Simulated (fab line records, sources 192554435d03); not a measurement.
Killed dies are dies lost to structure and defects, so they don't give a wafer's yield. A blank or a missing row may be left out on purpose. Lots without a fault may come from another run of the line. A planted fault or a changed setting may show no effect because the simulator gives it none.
Chamber matching | flow n5_finfet | N5_BEOL_M14_STRIP_37 on rie_diel-03: 4 sister chambers
The step strips in O2. 22 wafers are shown with their chamber, then 11 later ones without.

WAFERS WITH THEIR CHAMBER
wafer  | chamber | showerhead_plenum_p_Torr (Torr) | drypump_motor_current_A (A) | throttle_valve_pct (%)
L074.1 | 0       | 2.09                            | 6.2                         | 16.94
L074.2 | 2       | 2.21                            | 5.5                         | 16.83
L074.6 | 2       | 2.21                            | 5.5                         | 16.81
L076.1 | 1       | 2.25                            | 5.7                         | 16.68
L076.3 | 3       | 2.13                            | 5.6                         | 16.51
L076.4 | 0       | 2.09                            | 6.1                         | 16.92
L080.1 | 1       | 2.25                            | 5.6                         | 16.66
L080.2 | 3       | 2.13                            | 5.6                         | 16.53
L080.6 | 1       | 2.25                            | 5.6                         | 16.68
L079.1 | 0       | 2.09                            | 6.2                         | 16.97
L079.2 | 2       | 2.21                            | 5.5                         | 16.84
L079.3 | 1       | 2.25                            | 5.6                         | 16.65
L079.4 | 3       | 2.13                            | 5.6                         | 16.56
L079.5 | 1       | 2.25                            | 5.7                         | 16.63
L079.6 | 2       | 2.21                            | 5.5                         | 16.80
L081.3 | 2       | 2.21                            | 5.5                         | 16.82
L081.4 | 0       | 2.08                            | 6.1                         | 16.92
L081.5 | 3       | 2.13                            | 5.6                         | 16.56
L082.1 | 2       | 2.21                            | 5.5                         | 16.81
L082.3 | 3       | 2.12                            | 5.6                         | 16.62
L082.4 | 0       | 2.08                            | 6.1                         | 16.98
L086.2 | 2       | 2.20                            | 5.5                         | 16.85

SIGNATURES (means of the wafers above)
reading                  | chamber 0 | chamber 1 | chamber 2 | chamber 3 | scatter within a chamber
showerhead_plenum_p_Torr | 2.0860    | 2.2500    | 2.2086    | 2.1280    | 0.00398
drypump_motor_current_A  | 6.140     | 5.640     | 5.500     | 5.600     | 0.0365
throttle_valve_pct       | 16.9460   | 16.6600   | 16.8229   | 16.5560   | 0.0277
Rule: a wafer's distance from a chamber is the root of the sum, over the readings, of the square of ((its reading less the chamber's mean) divided by the reading's scatter). The wafer belongs to the nearest chamber; if the next one is less than 2 further off, it can't be placed. The scatter: the root of (the sum of the squares of (reading less its chamber's mean) over the shown wafers, divided by (wafers less chambers)).

WAFERS WITHOUT THEIR CHAMBER
wafer  | showerhead_plenum_p_Torr (Torr) | drypump_motor_current_A (A) | throttle_valve_pct (%)
L086.4 | 2.12                            | 5.7                         | 16.60
L086.6 | 2.12                            | 5.6                         | 16.58
L090.1 | 2.23                            | 5.7                         | 16.74
L090.2 | 2.12                            | 5.7                         | 16.60
L090.3 | 2.07                            | 6.1                         | 16.98
L090.4 | 2.20                            | 5.5                         | 16.85
L090.5 | 2.20                            | 5.5                         | 16.90
L090.6 | 2.11                            | 5.6                         | 16.61
L095.4 | 2.07                            | 6.1                         | 17.01
L095.5 | 2.23                            | 5.7                         | 16.76
L095.6 | 2.07                            | 6.1                         | 17.03

WHICH CHAMBER EACH WENT THROUGH
wafer  | from the rows above     | in truth
L086.4 | 3                       | 3
L086.6 | 3                       | 3
L090.1 | 1                       | 1
L090.2 | 3                       | 3
L090.3 | 0                       | 0
L090.4 | 2                       | 2
L090.5 | 2                       | 2
L090.6 | 3                       | 3
L095.4 | 0                       | 0
L095.5 | can't be placed: 1 or 2 | 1
L095.6 | 0                       | 0
Placed correctly: 10 of 11. Can't be placed from these rows: 1 (the true chamber is among the candidates in 1). Placed wrongly: 0.
